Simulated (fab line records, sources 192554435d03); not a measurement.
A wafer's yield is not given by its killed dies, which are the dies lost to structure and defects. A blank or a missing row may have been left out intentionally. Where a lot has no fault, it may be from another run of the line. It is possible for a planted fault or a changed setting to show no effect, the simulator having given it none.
One fault through the eyes of 2 desks / flow n5-finfet / every desk sees just its own numbers, and what lay behind them comes last

THE TOOL OWNER'S DESK: rie-diel-03
The tool's own readings at N5_BEOL_M0_STRIP_142 (strips in N2/H2, time 10 s): means of the sampled wafers that have a number, for each lot that ran on this tool. If a lot's mean is further than 4 standard deviations from the usual mean, the lot is out of limits and carries the mark OUT (the distance appears in the brackets).
Columns: A = bias-power-w at N5_BEOL_M0_STRIP_142, usual 6.997 W; B = chamber-pressure-mTorr at N5_BEOL_M0_STRIP_142, usual 20.002 mTorr; C = drypump-motor-current-A at N5_BEOL_M0_STRIP_142, usual 5.7 A; D = oes-product-au at N5_BEOL_M0_STRIP_142, usual 0.77 a.u.; E = rf-vpp-V at N5_BEOL_M0_STRIP_142, usual 59.2 V; F = showerhead-plenum-p-Torr at N5_BEOL_M0_STRIP_142, usual 2.54 Torr; G = throttle-valve-pct at N5_BEOL_M0_STRIP_142, usual 23.6 %
lot=L512; first seen here=day 10 08:57; A=6.985; B=19.996; C=5.8; D=0.78; E=59.2; F=2.55; G=23.4
lot=L514; first seen here=day 11 00:57; A=6.993; B=20.010; C=5.8; D=0.77; E=59.7; F=2.55; G=23.5
This desk's verdict: no lot among the 2 shows anything out of limits.

AT THE METROLOGY DESK
Lot by lot, what the gauges showed, no matter which tool ran the lot: averages of those sampled wafers that carry a number. If a lot's mean is further than 4 standard deviations from the usual mean, the lot is out of limits and carries the mark OUT (the distance appears in the brackets). It has 11 readings; the 7 that lie furthest out on some lot are the ones shown.
Columns: A = DIBL_N at N5_BEOL_M4_RC_MEAS_101, usual 36.9 mV/V; B = IOFF_N at N5_BEOL_M4_RC_MEAS_101, usual 0.17 nA/um; C = IOFF_P at N5_BEOL_M4_RC_MEAS_101, usual 0.22 nA/um; D = ION_N at N5_BEOL_M4_RC_MEAS_101, usual 674 uA/um; E = ION_P at N5_BEOL_M4_RC_MEAS_101, usual 463 uA/um; F = VT_N at N5_BEOL_M4_RC_MEAS_101, usual 249 mV; G = VT_P at N5_BEOL_M4_RC_MEAS_101, usual -250 mV
lot=L494; first seen here=day 5 18:23; A=37.2; B=0.18; C=0.23; D=689; E=466; F=246; G=-248
lot=L498; first seen here=day 6 20:05; A=36.0; B=0.15; C=0.20; D=664; E=461; F=251; G=-251
lot=L504; first seen here=day 8 08:14; A=39.6; B=0.22; C=0.22; D=689; E=460; F=244; G=-253
lot=L505; first seen here=day 8 16:02; A=38.7; B=0.16; C=0.18; D=672; E=453; F=250; G=-254
lot=L507; first seen here=day 8 22:11; A=37.6; B=0.18; C=0.24; D=682; E=467; F=248; G=-250
lot=L510; first seen here=day 9 14:54; A=36.5; B=0.17; C=0.23; D=678; E=465; F=252; G=-250
lot=L511; first seen here=day 9 22:48; A=37.2; B=0.17; C=0.20; D=659; E=452; F=251; G=-251
lot=L512; first seen here=day 10 05:23; A=37.9; B=0.20; C=0.28; D=688; E=473; F=245; G=-244
lot=L514; first seen here=day 10 21:06; A=37.0; B=0.16; C=0.23; D=671; E=463; F=251; G=-249
lot=L516; first seen here=day 11 01:28; A=36.7; B=0.17; C=0.24; D=674; E=467; F=249; G=-247
This desk's verdict: no lot among the 10 shows anything out of limits.

BROUGHT TOGETHER
The desk of the tool owner found nothing out of limits.
Nothing out of limits was seen by the metrology desk.

WHAT THE SIMULATOR HAD PUT IN
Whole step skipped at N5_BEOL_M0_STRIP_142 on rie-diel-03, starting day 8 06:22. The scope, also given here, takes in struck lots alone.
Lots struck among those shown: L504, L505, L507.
